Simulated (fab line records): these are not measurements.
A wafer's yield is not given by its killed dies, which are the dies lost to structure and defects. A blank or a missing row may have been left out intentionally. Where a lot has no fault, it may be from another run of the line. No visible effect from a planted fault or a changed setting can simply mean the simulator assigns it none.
fab line records	flow n5Finfet
record: lots: 24	wafers: 72	lastDay: 18
route steps=1938 shown HKMG_FIN@409 GATE_CUT@487
lots with no fault: from the same line, run without faults
startH: start of the lot's first displayed wafer, in hours after the record's first day	waitH: hours from the lot's prior step to this one	" repeats the value in the row above	L1.1+2: one row covering several wafers at once	- no value present, or no start provided	* or withheld: withheld	< > ~ a bound
route shown NAME@n: names a module that has steps shown in the file, with the first one's number in the route	usual: mean and standard deviation over wafers with no fault	same: alike in all rows	chamber/n: place in a boat	sites: per-site readings	_std_site: standard deviation across them	_edge_site: outer sites' mean less inner sites'	radiusMm: how far each site lies from the wafer's centre	mask NAME#n: copy n	behind: the last tool/chamber to shape the wafer	hold: reason for holding the lot/hours on hold/outcome of the hold	device: whichever transistor did not switch (one of n, p or np)	end of line: tests of these same wafers at the route's end	a step with no rows: only its recipe	killed: dies that structure and defects cost at the first sort, which is not the same as the wafer's yield	map: shows each die of a wafer: x if killed, . if not, _ if none is there
set.NAME: the setting the step ran with; set.NAME@STEP: the setting that earlier step ran with	model.NAME: the simulator's own value behind a step, which no gauge read
steps of the route over a sample of lots; a table a step, a row a wafer
services: a tool's chamber out of use, with start hour (startH, from the record's first day; less than 0 if before it), hours out, and reason
== steps ==
step: N5_HKMG_FIN_STRIP_60
recipe: chemistry: N2/H2	powerW: 2500	tempC: 300	h2Frac: 0.65	timeS: 360	pressureMtorr: withheld	n2FlowSccm: 1750	h2FlowSccm: 3250
usual: drypumpMotorCurrentA: 5.8/0.34	heaterPowerW: 482/15
lot.wafer	tool	chamber	startH	waitH	drypumpMotorCurrentA	heaterPowerW	rfHoursCounterH
L074.2	plasmaAsher-01	0	73.47	0.1	5.2	488	37
L074.3	"	0	"	"	5.2	468	-
L074.4	"	1	"	"	5.9	492	-
L076.1	plasmaAsher-01	0	83.68	0.0	5.2	464	39
L076.2	"	1	"	"	5.9	496	39
L076.4	"	1	"	"	5.9	498	-
L075.3	plasmaAsher-02	1	84.03	0.1	6.2	482	-
L075.4	"	0	"	"	5.7	496	-
L075.5	"	0	"	"	5.6	495	-
L077.1	plasmaAsher-02	0	91.39	0.0	5.7	490	90
L077.4	"	1	"	"	6.2	468	-
L077.6	"	1	"	"	6.2	466	-
L078.3	plasmaAsher-01	1	96.08	0.3	5.9	496	-
L078.5	"	1	"	"	5.9	483	-
L078.6	"	0	"	"	5.2	483	-
L079.1	plasmaAsher-02	0	105.84	0.0	5.7	497	92
L079.2	"	1	"	"	6.2	471	92
L079.6	"	1	"	"	6.2	480	-
L081.2	plasmaAsher-02	0	117.82	0.0	5.7	497	95
L081.4	"	0	"	"	5.7	500	-
L081.5	"	1	"	"	6.2	466	-
L080.1	plasmaAsher-02	1	119.47	0.0	6.2	481	96
L080.2	"	0	"	"	5.7	490	96
L080.4	"	1	"	"	6.2	468	-
L082.4	plasmaAsher-02	0	125.73	0.1	5.7	496	-
L082.5	"	0	"	"	5.7	498	-
L082.6	"	1	"	"	6.2	484	-
L083.1	plasmaAsher-01	1	128.00	0.0	5.9	491	46
L083.2	"	0	"	"	5.2	464	46
L083.6	"	0	"	"	5.2	474	-
L084.3	plasmaAsher-02	1	137.48	0.1	6.2	474	-
L084.5	"	1	"	"	6.2	487	-
L084.6	"	0	"	"	5.7	485	-
L085.1	plasmaAsher-01	1	143.50	0.0	5.9	493	49
L085.3	"	1	"	"	5.9	503	-
L085.5	"	0	"	"	5.2	464	-
L086.1	plasmaAsher-02	1	146.50	0.0	6.2	465	102
L086.2	"	0	"	"	5.7	491	102
L086.3	"	0	"	"	5.6	492	-
L088.1	plasmaAsher-02	0	154.72	0.0	5.7	494	106
L088.4	"	1	"	"	6.2	469	-
L088.5	"	0	"	"	5.7	512	-
L087.1	plasmaAsher-02	1	157.42	0.0	6.2	470	107
L087.3	"	0	"	"	5.7	493	-
L087.4	"	1	"	"	6.2	466	-
L089.3	plasmaAsher-02	0	163.39	0.3	5.7	490	-
L089.5	"	1	"	"	6.2	457	-
L089.6	"	0	"	"	5.7	490	-
L090.3	plasmaAsher-02	1	168.32	0.1	6.2	469	-
L090.4	"	0	"	"	5.7	492	-
L090.6	"	0	"	"	5.7	500	-
L091.2	plasmaAsher-02	0	176.28	0.1	5.7	494	115
L091.3	"	1	"	"	6.2	471	-
L091.6	"	0	"	"	5.7	486	-
L092.2	plasmaAsher-02	1	178.41	0.0	6.2	466	116
L092.3	"	1	"	"	6.2	468	-
L092.4	"	0	"	"	5.7	499	-
L093.1	plasmaAsher-02	0	187.08	0.0	5.7	484	119
L093.2	"	1	"	"	6.2	466	119
L093.4	"	0	"	"	5.7	503	-
L094.1	plasmaAsher-01	0	195.22	0.0	5.2	457	51
L094.2	"	1	"	"	5.9	494	51
L094.4	"	0	"	"	5.2	467	-
L095.2	plasmaAsher-02	1	200.11	0.0	6.2	483	121
L095.3	"	0	"	"	5.7	507	-
L095.4	"	1	"	"	6.2	471	-
L096.3	plasmaAsher-02	0	207.30	0.1	5.7	507	-
L096.5	"	0	"	"	5.6	514	-
L096.6	"	1	"	"	6.2	469	-
L097.1	plasmaAsher-02	1	212.76	0.0	6.2	464	124
L097.4	"	0	"	"	5.7	501	-
L097.5	"	0	"	"	5.6	486	-
step: N5_HKMG_FIN_DESCUM_17
recipe: chemistry: O2	timeS: 7.9	sourcePowerW: 50	biasPowerW: 20	pressureMtorr: 20	rfFrequencyHz: 2.712e+07	tempC: 40	resist: CAR-ArF	o2FlowSccm: 225
usual: biasPowerW: 19.99/0.059	drypumpMotorCurrentA: 5.6/0.39	oesProductAu: 0.80/0.09	rfVppV: 243.5/1.3	showerheadPlenumPTorr: 2.11/0.063	throttleValvePct: 20.32/0.21
lot.wafer	tool	chamber	startH	waitH	biasPowerW	drypumpMotorCurrentA	oesProductAu	rfHoursCounterH	rfVppV	showerheadPlenumPTorr	throttleValvePct
L074.2	rieDiel-02	2	75.97	0.0	20.00	6.6	0.80	115	241.9	2.03	20.36
L074.3	"	0	"	"	19.88	5.4	0.83	73	242.8	2.12	20.15
L074.4	"	3	"	"	19.97	5.5	0.95	10	242.9	2.06	20.37
L076.1	rieDiel-05	2	86.06	0.0	19.94	5.8	0.72	160	244.8	2.16	19.88
L076.2	"	1	"	"	20.02	5.4	0.69	225	243.1	2.07	20.70
L076.4	"	3	"	"	20.03	5.7	0.72	169	242.6	2.10	20.37
L075.3	rieDiel-05	0	86.57	0.3	20.07	5.6	0.94	14	245.3	2.23	20.24
L075.4	"	2	"	"	20.00	5.8	0.73	160	244.5	2.16	19.89
L075.5	"	3	"	"	20.04	5.7	0.74	-	243.6	2.10	20.38
L077.1	rieDiel-02	2	93.89	0.0	20.00	6.6	0.81	120	242.6	2.03	20.36
L077.4	"	3	"	"	19.93	5.5	0.95	16	241.8	2.06	20.39
L077.6	"	3	"	"	20.04	5.5	0.95	-	242.1	2.06	20.38
L078.3	rieDiel-05	3	98.45	0.0	20.05	5.7	0.72	174	243.5	2.10	20.38
L078.5	"	3	"	"	19.96	5.7	0.73	-	243.8	2.10	20.37
L078.6	"	0	"	"	19.95	5.6	0.92	-	245.7	2.23	20.23
L079.1	rieDiel-05	0	108.38	0.0	19.87	5.6	0.91	21	245.2	2.23	20.23
L079.2	"	1	"	"	19.93	5.4	0.69	233	242.0	2.07	20.73
L079.6	"	2	"	"	19.98	5.8	0.72	-	244.2	2.16	19.90
L081.2	rieDiel-04	2	120.47	0.3	20.05	5.7	0.76	155	244.4	2.18	20.55
L081.4	"	3	"	"	20.02	4.9	0.95	15	245.8	2.24	20.17
L081.5	"	0	"	"	19.89	5.9	0.79	-	242.8	2.10	20.28
L080.1	rieDiel-05	3	121.97	0.0	20.01	5.7	0.72	182	242.2	2.10	20.40
L080.2	"	0	"	"	20.04	5.5	0.90	26	245.3	2.23	20.24
L080.4	"	1	"	"	19.98	5.4	0.68	238	243.2	2.07	20.73
L082.4	rieDiel-02	1	127.99	0.0	19.96	5.4	0.68	-	242.2	2.12	20.59
L082.5	"	0	"	"	19.90	5.4	0.82	-	244.6	2.11	20.17
L082.6	"	2	"	"	19.96	6.6	0.78	-	240.8	2.03	20.37
L083.1	rieDiel-05	3	130.81	0.3	19.93	5.7	0.72	186	243.4	2.10	20.42
L083.2	"	1	"	"	20.03	5.4	0.68	242	241.9	2.07	20.73
L083.6	"	0	"	"	20.05	5.6	0.90	-	245.8	2.22	20.25
L084.3	rieDiel-02	2	140.01	0.1	20.01	6.6	0.77	138	242.2	2.02	20.40
L084.5	"	0	"	"	20.03	5.4	0.82	-	244.3	2.11	20.17
L084.6	"	1	"	"	20.00	5.4	0.67	-	242.9	2.12	20.59
L085.1	rieDiel-02	3	146.27	0.2	19.99	5.5	0.91	28	242.0	2.05	20.41
L085.3	"	0	"	"	20.04	5.4	0.81	101	245.3	2.11	20.20
L085.5	"	0	"	"	19.96	5.4	0.80	-	243.0	2.11	20.19
L086.1	rieDiel-05	1	149.01	0.0	19.96	5.4	0.67	248	243.2	2.06	20.75
L086.2	"	3	"	"	20.06	5.7	0.72	193	243.5	2.09	20.39
L086.3	"	2	"	"	20.03	5.8	0.71	180	245.2	2.16	19.92
L088.1	rieDiel-05	3	157.22	0.0	19.92	5.7	0.71	197	243.5	2.09	20.41
L088.4	"	0	"	"	20.00	5.6	0.88	-	246.4	2.22	20.28
L088.5	"	3	"	"	20.03	5.7	0.72	-	243.2	2.09	20.42
L087.1	rieDiel-02	3	159.79	0.0	19.99	5.5	0.89	35	242.4	2.05	20.43
L087.3	"	0	"	"	20.06	5.4	0.80	108	244.6	2.11	20.19
L087.4	"	2	"	"	20.04	6.6	0.76	-	241.7	2.02	20.41
L089.3	rieDiel-02	2	166.04	0.4	20.02	6.6	0.76	151	243.6	2.02	20.40
L089.5	"	3	"	"	20.09	5.5	0.89	-	242.2	2.05	20.42
L089.6	"	0	"	"	19.84	5.4	0.80	-	243.7	2.11	20.20
L090.3	rieDiel-02	1	170.81	0.0	20.00	5.4	0.97	2	244.9	2.12	20.21
L090.4	"	0	"	"	19.91	5.4	0.80	113	243.1	2.11	20.21
L090.6	"	1	"	"	19.98	5.4	0.96	-	244.3	2.12	20.22
L091.2	rieDiel-05	3	179.10	0.0	20.03	5.7	0.70	207	242.4	2.09	20.42
L091.3	"	0	"	"	19.91	5.5	0.87	50	244.6	2.22	20.27
L091.6	"	2	"	"	19.92	5.8	0.70	-	245.9	2.15	19.93
L092.2	rieDiel-02	2	181.06	0.0	19.94	6.6	0.76	155	242.0	2.02	20.40
L092.3	"	3	"	"	20.00	5.5	0.89	42	241.0	2.05	20.43
L092.4	"	1	"	"	20.08	5.4	0.95	4	244.2	2.12	20.22
L093.1	rieDiel-04	2	189.63	0.0	19.98	5.7	0.73	181	244.7	2.17	20.59
L093.2	"	3	"	"	19.94	5.0	0.89	41	245.6	2.23	20.21
L093.4	"	1	"	"	20.03	5.4	0.92	9	243.2	2.06	20.01
L094.1	rieDiel-02	1	198.02	0.0	19.89	5.4	0.93	10	244.4	2.11	20.23
L094.2	"	0	"	"	20.02	5.4	0.78	120	243.5	2.10	20.22
L094.4	"	2	"	"	19.98	6.6	0.75	160	240.5	2.02	20.40
L095.2	rieDiel-05	1	202.61	0.0	19.93	5.4	0.96	6	243.4	2.06	20.35
L095.3	"	2	"	"	20.00	5.8	0.70	204	243.2	2.15	19.95
L095.4	"	0	"	"	20.02	5.5	0.86	59	245.2	2.21	20.31
L096.3	rieDiel-04	3	209.91	0.0	19.94	5.0	0.87	47	245.0	2.23	20.23
L096.5	"	2	"	"	19.98	5.7	0.73	-	244.0	2.17	20.60
L096.6	"	3	"	"	19.93	5.0	0.87	-	245.0	2.23	20.24
L097.1	rieDiel-04	0	215.17	0.0	20.07	5.9	0.76	184	243.8	2.08	20.33
L097.4	"	1	"	"	20.07	5.3	0.89	17	242.9	2.05	20.01
L097.5	"	2	"	"	19.95	5.6	0.72	-	244.0	2.16	20.59
step: N5_HKMG_FIN_ETCH_32
recipe: chemistry: N2/H2	target: SOC	targetDepthA: 2400	tempC: 40	timeS: 300	ionEnergyEv: 200	maskMaterial: SiARC	pressureMtorr: 30	sourceW: 840	biasW: 150	n2FlowSccm: 200	h2FlowSccm: 200
usual: drypumpMotorCurrentA: 5.7/0.39	oesProductAu: 0.79/0.087	rfVppV: 524.5/2.4	showerheadPlenumPTorr: 2.57/0.086	throttleValvePct: 17.73/0.24
lot.wafer	tool	chamber	startH	waitH	drypumpMotorCurrentA	oesProductAu	rfHoursCounterH	rfVppV	showerheadPlenumPTorr	throttleValvePct
L074.2	rieDiel-02	2	76.06	0.0	6.6	0.79	116	521.1	2.44	17.65
L074.3	"	0	"	"	5.4	0.82	73	525.5	2.58	17.52
L074.4	"	3	"	"	5.5	0.95	10	522.0	2.50	17.77
L076.1	rieDiel-05	2	86.15	0.0	5.8	0.73	160	525.9	2.64	17.32
L076.2	"	1	"	"	5.4	0.70	225	522.2	2.52	18.18
L076.4	"	3	"	"	5.7	0.73	169	523.8	2.52	17.50
L075.3	rieDiel-05	0	86.66	0.0	5.6	0.94	14	528.4	2.72	17.74
L075.4	"	2	"	"	5.8	0.73	160	526.7	2.64	17.32
L075.5	"	3	"	"	5.7	0.74	-	524.7	2.51	17.51
L077.1	rieDiel-02	2	93.98	0.0	6.6	0.79	120	520.1	2.44	17.65
L077.4	"	3	"	"	5.5	0.93	16	522.6	2.50	17.80
L077.6	"	3	"	"	5.5	0.93	-	523.9	2.50	17.81
L078.3	rieDiel-05	3	98.54	0.0	5.7	0.71	174	523.9	2.51	17.51
L078.5	"	3	"	"	5.7	0.72	-	523.7	2.51	17.52
L078.6	"	0	"	"	5.6	0.90	-	528.6	2.72	17.73
L079.1	rieDiel-05	0	108.47	0.0	5.6	0.91	21	527.9	2.72	17.74
L079.2	"	1	"	"	5.4	0.69	233	522.5	2.52	18.17
L079.6	"	2	"	"	5.8	0.72	-	526.4	2.63	17.33
L081.2	rieDiel-04	2	120.56	0.0	5.7	0.78	155	526.4	2.64	18.07
L081.4	"	3	"	"	5.0	0.96	15	529.1	2.71	17.58
L081.5	"	0	"	"	5.9	0.77	-	524.1	2.55	17.70
L080.1	rieDiel-05	3	122.06	0.0	5.7	0.72	182	524.5	2.51	17.54
L080.2	"	0	"	"	5.6	0.90	26	529.0	2.72	17.77
L080.4	"	1	"	"	5.4	0.67	238	523.4	2.52	18.20
L082.4	rieDiel-02	1	128.15	0.1	5.4	0.67	-	524.6	2.62	18.26
L082.5	"	0	"	"	5.4	0.80	-	524.7	2.57	17.57
L082.6	"	2	"	"	6.6	0.78	-	519.9	2.44	17.69
L083.1	rieDiel-05	3	130.90	0.0	5.7	0.71	186	522.8	2.51	17.53
L083.2	"	1	"	"	5.4	0.67	242	524.0	2.51	18.21
L083.6	"	0	"	"	5.6	0.88	-	529.5	2.72	17.77
L084.3	rieDiel-02	2	140.10	0.0	6.6	0.77	138	520.6	2.43	17.70
L084.5	"	0	"	"	5.4	0.80	-	523.7	2.57	17.58
L084.6	"	1	"	"	5.4	0.65	-	526.7	2.62	18.26
L085.1	rieDiel-02	3	146.36	0.0	5.5	0.90	28	523.0	2.49	17.83
L085.3	"	0	"	"	5.4	0.80	101	524.2	2.57	17.58
L085.5	"	0	"	"	5.4	0.80	-	524.4	2.57	17.57
L086.1	rieDiel-05	1	149.10	0.0	5.4	0.68	248	523.0	2.51	18.22
L086.2	"	3	"	"	5.7	0.73	193	522.8	2.51	17.56
L086.3	"	2	"	"	5.8	0.73	180	525.5	2.63	17.36
L088.1	rieDiel-05	3	157.31	0.0	5.7	0.72	197	524.4	2.50	17.56
L088.4	"	0	"	"	5.6	0.88	-	529.2	2.71	17.79
L088.5	"	3	"	"	5.7	0.72	-	523.1	2.50	17.58
L087.1	rieDiel-02	3	159.88	0.0	5.5	0.88	35	522.3	2.49	17.83
L087.3	"	0	"	"	5.4	0.79	108	523.9	2.56	17.59
L087.4	"	2	"	"	6.6	0.76	-	520.5	2.43	17.71
L089.3	rieDiel-02	2	166.13	0.0	6.6	0.76	151	521.5	2.43	17.71
L089.5	"	3	"	"	5.5	0.88	-	523.2	2.49	17.84
L089.6	"	0	"	"	5.4	0.79	-	522.8	2.56	17.59
L090.3	rieDiel-02	1	170.91	0.0	5.4	0.94	2	525.5	2.62	17.82
L090.4	"	0	"	"	5.4	0.79	113	524.0	2.56	17.59
L090.6	"	1	"	"	5.4	0.95	-	525.8	2.62	17.85
L091.2	rieDiel-05	3	179.19	0.0	5.7	0.71	207	521.8	2.50	17.58
L091.3	"	0	"	"	5.6	0.86	50	527.2	2.71	17.79
L091.6	"	2	"	"	5.8	0.70	-	526.1	2.62	17.39
L092.2	rieDiel-02	2	181.15	0.0	6.6	0.75	155	520.2	2.43	17.72
L092.3	"	3	"	"	5.5	0.88	42	523.7	2.49	17.86
L092.4	"	1	"	"	5.4	0.93	4	525.9	2.62	17.83
L093.1	rieDiel-04	2	189.72	0.0	5.7	0.75	181	527.7	2.63	18.10
L093.2	"	3	"	"	5.0	0.91	41	528.7	2.70	17.65
L093.4	"	1	"	"	5.4	0.92	9	522.4	2.52	17.53
L094.1	rieDiel-02	1	198.12	0.0	5.4	0.92	10	525.9	2.61	17.86
L094.2	"	0	"	"	5.4	0.78	121	524.4	2.56	17.63
L094.4	"	2	"	"	6.6	0.75	160	520.2	2.43	17.73
L095.2	rieDiel-05	1	202.70	0.0	5.4	0.97	6	523.2	2.51	17.80
L095.3	"	2	"	"	5.8	0.69	205	527.3	2.62	17.40
L095.4	"	0	"	"	5.6	0.83	59	527.4	2.70	17.84
L096.3	rieDiel-04	3	210.00	0.0	5.0	0.89	47	528.7	2.70	17.64
L096.5	"	2	"	"	5.7	0.74	-	524.8	2.63	18.11
L096.6	"	3	"	"	5.0	0.89	-	527.2	2.70	17.66
L097.1	rieDiel-04	0	215.26	0.0	5.9	0.73	184	523.4	2.54	17.75
L097.4	"	1	"	"	5.4	0.89	17	523.0	2.51	17.52
L097.5	"	2	"	"	5.7	0.74	-	525.6	2.63	18.13
step: N5_HKMG_FIN_STRIP_69
recipe: chemistry: N2/H2	powerW: 2500	tempC: 300	h2Frac: 0.65	timeS: 360	pressureMtorr: withheld	n2FlowSccm: 1750	h2FlowSccm: 3250
usual: drypumpMotorCurrentA: 5.8/0.34	heaterPowerW: 482/16
lot.wafer	tool	chamber	startH	waitH	drypumpMotorCurrentA	heaterPowerW	rfHoursCounterH
L074.2	plasmaAsher-02	1	78.91	0.1	6.2	475	87
L074.3	"	1	"	"	6.2	467	-
L074.4	"	0	"	"	5.6	493	-
L076.1	plasmaAsher-01	1	89.06	0.1	5.9	494	41
L076.2	"	0	"	"	5.2	463	41
L076.4	"	1	"	"	5.9	493	-
L075.3	plasmaAsher-02	1	89.76	0.2	6.2	472	-
L075.4	"	0	"	"	5.6	491	-
L075.5	"	0	"	"	5.6	489	-
L077.1	plasmaAsher-01	1	97.10	0.1	5.9	492	43
L077.4	"	1	"	"	5.9	503	-
L077.6	"	1	"	"	5.9	499	-
L078.3	plasmaAsher-02	0	101.32	0.2	5.7	495	-
L078.5	"	1	"	"	6.2	479	-
L078.6	"	0	"	"	5.7	497	-
L079.1	plasmaAsher-02	1	111.25	0.1	6.2	471	94
L079.2	"	0	"	"	5.7	491	94
L079.6	"	1	"	"	6.2	474	-
L081.2	plasmaAsher-02	1	123.24	0.1	6.2	468	97
L081.4	"	0	"	"	5.7	485	-
L081.5	"	1	"	"	6.2	467	-
L080.1	plasmaAsher-01	0	124.85	0.1	5.2	448	46
L080.2	"	1	"	"	5.9	487	46
L080.4	"	1	"	"	5.9	492	-
L082.4	plasmaAsher-02	0	131.16	0.2	5.7	492	-
L082.5	"	0	"	"	5.6	498	-
L082.6	"	1	"	"	6.2	466	-
L083.1	plasmaAsher-02	0	133.84	0.1	5.7	512	99
L083.2	"	1	"	"	6.2	477	99
L083.6	"	1	"	"	6.2	463	-
L084.3	plasmaAsher-02	1	143.04	0.2	6.2	471	-
L084.5	"	0	"	"	5.7	500	-
L084.6	"	1	"	"	6.2	466	-
L085.1	plasmaAsher-02	0	149.05	0.1	5.6	497	104
L085.3	"	1	"	"	6.2	474	-
L085.5	"	0	"	"	5.7	506	-
L086.1	plasmaAsher-02	0	151.84	0.1	5.7	500	105
L086.2	"	1	"	"	6.2	469	105
L086.3	"	0	"	"	5.7	502	-
L088.1	plasmaAsher-02	1	160.00	0.1	6.2	464	108
L088.4	"	1	"	"	6.2	473	-
L088.5	"	0	"	"	5.6	501	-
L087.1	plasmaAsher-02	0	162.79	0.1	5.6	514	110
L087.3	"	0	"	"	5.7	507	-
L087.4	"	1	"	"	6.2	479	-
L089.3	plasmaAsher-02	1	169.06	0.2	6.2	473	-
L089.5	"	1	"	"	6.2	469	-
L089.6	"	0	"	"	5.7	488	-
L090.3	plasmaAsher-02	0	173.70	0.2	5.7	503	-
L090.4	"	1	"	"	6.2	466	-
L090.6	"	0	"	"	5.6	492	-
L091.2	plasmaAsher-02	1	182.06	0.2	6.2	461	118
L091.3	"	1	"	"	6.3	475	-
L091.6	"	0	"	"	5.7	483	-
L092.2	plasmaAsher-02	0	183.90	0.1	5.7	479	118
L092.3	"	0	"	"	5.7	488	-
L092.4	"	1	"	"	6.2	459	-
L093.1	plasmaAsher-02	1	192.46	0.1	6.2	466	120
L093.2	"	0	"	"	5.7	499	120
L093.4	"	0	"	"	5.7	491	-
L094.1	plasmaAsher-01	1	200.78	0.1	5.9	491	52
L094.2	"	0	"	"	5.2	467	52
L094.4	"	0	"	"	5.2	461	-
L095.2	plasmaAsher-01	1	205.37	0.1	5.9	495	53
L095.3	"	0	"	"	5.2	461	-
L095.4	"	1	"	"	5.9	499	-
L096.3	plasmaAsher-01	0	212.78	0.2	5.2	468	-
L096.5	"	1	"	"	5.9	498	-
L096.6	"	0	"	"	5.2	460	-
L097.1	plasmaAsher-02	0	217.92	0.1	5.7	495	125
L097.4	"	1	"	"	6.2	476	-
L097.5	"	0	"	"	5.7	484	-
step: N5_GATE_CUT_CD_MEAS_13
recipe: targetCdNm: 20	landingEnergyEv: 500	detector: seInlens
usual: cdNm: 20.1/0.3
lot.wafer	tool	chamber	startH	waitH	cdNm
L074.2	cdSem-03	0	84.59	-	20.2
L074.3	"	0	"	"	20.5
L074.4	"	0	"	"	20.1
L076.1	cdSem-01	0	95.06	-	20.0
L076.2	"	0	"	"	20.0
L076.4	"	0	"	"	20.1
L075.3	cdSem-02	0	96.27	-	20.5
L075.4	"	0	"	"	19.9
L075.5	"	0	"	"	20.1
L077.1	cdSem-02	0	102.68	-	20.5
L077.4	"	0	"	"	20.3
L077.6	"	0	"	"	20.3
L078.3	cdSem-02	0	106.59	-	19.7
L078.5	"	0	"	"	20.4
L078.6	"	0	"	"	19.9
L079.1	cdSem-02	0	116.61	-	20.3
L079.2	"	0	"	"	19.9
L079.6	"	0	"	"	20.3
L081.2	cdSem-01	0	128.63	-	20.0
L081.4	"	0	"	"	20.2
L081.5	"	0	"	"	19.9
L080.1	cdSem-01	0	130.08	-	20.2
L080.2	"	0	"	"	20.0
L080.4	"	0	"	"	20.0
L082.4	cdSem-02	0	136.60	-	20.1
L082.5	"	0	"	"	20.2
L082.6	"	0	"	"	20.0
L083.1	cdSem-01	0	139.38	-	19.9
L083.2	"	0	"	"	20.4
L083.6	"	0	"	"	19.8
L084.3	cdSem-03	0	148.29	-	19.6
L084.5	"	0	"	"	19.5
L084.6	"	0	"	"	20.1
L085.1	cdSem-02	0	155.02	-	20.6
L085.3	"	0	"	"	20.0
L085.5	"	0	"	"	20.8
L086.1	cdSem-02	0	157.08	-	19.8
L086.2	"	0	"	"	20.1
L086.3	"	0	"	"	20.1
L088.1	cdSem-01	0	165.23	-	20.2
L088.4	"	0	"	"	19.9
L088.5	"	0	"	"	19.6
L087.1	cdSem-02	0	168.43	-	19.7
L087.3	"	0	"	"	19.6
L087.4	"	0	"	"	20.0
L089.3	cdSem-02	0	174.33	-	19.9
L089.5	"	0	"	"	19.9
L089.6	"	0	"	"	20.2
L090.3	cdSem-01	0	178.92	-	20.5
L090.4	"	0	"	"	20.1
L090.6	"	0	"	"	20.4
L091.2	cdSem-02	0	189.56	-	20.2
L091.3	"	0	"	"	19.9
L091.6	"	0	"	"	20.2
L092.2	cdSem-01	0	191.13	-	19.9
L092.3	"	0	"	"	20.4
L092.4	"	0	"	"	20.0
L093.1	cdSem-02	0	197.83	-	19.6
L093.2	"	0	"	"	19.1
L093.4	"	0	"	"	19.7
L094.1	cdSem-01	0	206.33	-	20.6
L094.2	"	0	"	"	20.5
L094.4	"	0	"	"	20.2
L095.2	cdSem-03	0	210.72	-	20.0
L095.3	"	0	"	"	20.0
L095.4	"	0	"	"	20.0
L096.3	cdSem-01	0	218.19	-	20.0
L096.5	"	0	"	"	19.7
L096.6	"	0	"	"	19.7
L097.1	cdSem-03	0	223.20	-	20.2
L097.4	"	0	"	"	20.0
L097.5	"	0	"	"	20.8
step: N5_GATE_CUT_OVL_MEAS_14
recipe: pointsPerWafer: 522
usual: GATE_CUT_OVL: -0.3/0.75
lot.wafer	tool	chamber	startH	waitH	GATE_CUT_OVL[nm]
L074.2	overlay-01	0	84.62	0.0	-0.3
L074.3	"	0	"	"	-0.7
L074.4	"	0	"	"	0.0
L076.1	overlay-01	0	95.09	0.0	-0.9
L076.2	"	0	"	"	-0.4
L076.4	"	0	"	"	0.6
L075.3	overlay-01	0	96.31	0.0	1.0
L075.4	"	0	"	"	-0.3
L075.5	"	0	"	"	0.3
L077.1	overlay-02	0	102.72	0.0	-1.9
L077.4	"	0	"	"	-0.5
L077.6	"	0	"	"	-0.9
L078.3	overlay-02	0	106.63	0.0	0.2
L078.5	"	0	"	"	0.0
L078.6	"	0	"	"	0.9
L079.1	overlay-01	0	116.64	0.0	-0.4
L079.2	"	0	"	"	-0.2
L079.6	"	0	"	"	0.3
L081.2	overlay-01	0	128.67	0.0	0.5
L081.4	"	0	"	"	-0.5
L081.5	"	0	"	"	-1.3
L080.1	overlay-02	0	130.11	0.0	-0.4
L080.2	"	0	"	"	0.7
L080.4	"	0	"	"	0.8
L082.4	overlay-01	0	136.65	0.0	0.3
L082.5	"	0	"	"	0.8
L082.6	"	0	"	"	0.4
L083.1	overlay-01	0	139.41	0.0	-0.9
L083.2	"	0	"	"	0.7
L083.6	"	0	"	"	-0.7
L084.3	overlay-01	0	148.33	0.0	0.4
L084.5	"	0	"	"	0.8
L084.6	"	0	"	"	-0.4
L085.1	overlay-01	0	155.05	0.0	-1.4
L085.3	"	0	"	"	-2.0
L085.5	"	0	"	"	-1.0
L086.1	overlay-02	0	157.11	0.0	-0.4
L086.2	"	0	"	"	-1.1
L086.3	"	0	"	"	-1.2
L088.1	overlay-02	0	165.26	0.0	-1.1
L088.4	"	0	"	"	-0.6
L088.5	"	0	"	"	-0.3
L087.1	overlay-02	0	168.46	0.0	0.6
L087.3	"	0	"	"	0.6
L087.4	"	0	"	"	-0.9
L089.3	overlay-01	0	174.37	0.0	-0.4
L089.5	"	0	"	"	-0.7
L089.6	"	0	"	"	0.3
L090.3	overlay-02	0	178.96	0.0	1.4
L090.4	"	0	"	"	-0.3
L090.6	"	0	"	"	0.3
L091.2	overlay-02	0	189.60	0.0	0.0
L091.3	"	0	"	"	0.1
L091.6	"	0	"	"	-0.6
L092.2	overlay-01	0	191.17	0.0	-0.9
L092.3	"	0	"	"	-0.8
L092.4	"	0	"	"	-0.5
L093.1	overlay-02	0	197.86	0.0	-2.3
L093.2	"	0	"	"	-1.5
L093.4	"	0	"	"	-1.0
L094.1	overlay-01	0	206.36	0.0	-0.2
L094.2	"	0	"	"	-1.3
L094.4	"	0	"	"	-1.6
L095.2	overlay-01	0	210.76	0.0	-0.3
L095.3	"	0	"	"	-1.0
L095.4	"	0	"	"	0.2
L096.3	overlay-01	0	218.23	0.0	0.6
L096.5	"	0	"	"	0.1
L096.6	"	0	"	"	0.4
L097.1	overlay-02	0	223.23	0.0	-0.5
L097.4	"	0	"	"	-0.3
L097.5	"	0	"	"	-1.3
== services ==
tool	chamber	startH	hours	kind
rieDiel-04	3	57.15	-	clean
rieDiel-04	3	57.15	-	consumableReplace:focusRing
rieDiel-04	3	57.15	-	consumableReplace:showerhead
rieDiel-04	3	57.15	16.4	scheduledDown
rieDiel-04	3	57.15	16.4	ventCycle
plasmaAsher-02	-	67.08	8.9	repair
rieDiel-04	-	86.97	0.2	repair
rieDiel-05	1	89.57	3.7	repair
plasmaAsher-01	-	100.83	17.6	repair
rieDiel-04	3	103.87	1.6	repair
rieDiel-02	2	123.38	3.3	repair
rieDiel-02	3	124.20	18.9	repair
rieDiel-05	2	127.78	5.4	repair
rieDiel-04	0	133.20	5.6	repair
rieDiel-02	1	143.12	-	clean
rieDiel-02	1	143.12	-	consumableReplace:focusRing
rieDiel-02	1	143.12	20.1	scheduledDown
rieDiel-02	1	143.12	20.1	ventCycle
plasmaAsher-01	-	144.23	41.7	repair
rieDiel-05	1	153.82	-	clean
rieDiel-05	1	153.82	-	consumableReplace:focusRing
rieDiel-05	1	153.82	20.4	scheduledDown
rieDiel-05	1	153.82	20.4	ventCycle
rieDiel-05	3	207.52	3.0	repair
== key ==
fault none
